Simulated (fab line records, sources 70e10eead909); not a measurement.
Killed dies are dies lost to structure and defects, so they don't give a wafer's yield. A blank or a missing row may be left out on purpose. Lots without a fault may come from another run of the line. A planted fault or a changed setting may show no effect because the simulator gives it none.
Chamber matching | flow nand_harc | NHARC_A_STAIRCASE_ALD_420 on ald_hk-04: 4 sister chambers
The step deposits SiO2, target thk 20 nm, pulse time 6 s, ald cycles 200. 4 wafers are shown with their chamber, then 8 later ones without.

WAFERS WITH THEIR CHAMBER
wafer  | chamber | heater_power_w (W)
L085.6 | 3       | 444
L089.4 | 0       | 499
L089.5 | 2       | 448
L090.1 | 1       | 549

WAFERS WITHOUT THEIR CHAMBER
wafer  | heater_power_w (W)
L090.5 | 479
L090.6 | 433
L092.2 | 550
L092.3 | 455
L092.5 | 441
L094.2 | 538
L094.5 | 431
L094.6 | 461

WHICH CHAMBER EACH WENT THROUGH
wafer  | from the rows above          | in truth
L090.5 | can't be placed: 0 or 2 or 3 | 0
L090.6 | can't be placed: 3 or 2      | 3
L092.2 | 1                            | 1
L092.3 | can't be placed: 2 or 3      | 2
L092.5 | can't be placed: 3 or 2      | 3
L094.2 | 1                            | 1
L094.5 | can't be placed: 3 or 2      | 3
L094.6 | can't be placed: 2 or 3      | 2
Placed correctly: 2 of 8. Can't be placed from these rows: 6 (the true chamber is among the candidates in 6). Placed wrongly: 0.
How it was worked out, from the rows above alone: a wafer's distance from a chamber is the root of the sum, over the readings, of the square of ((its reading less the chamber's mean) divided by the reading's scatter). The wafer belongs to the nearest chamber; if the next one is less than 2 further off, it can't be placed. A chamber's mean is the mean of its shown wafers. The scatter: with one shown wafer a chamber, the root of the mean of the squares of how far each hidden wafer lies from its nearest shown one.
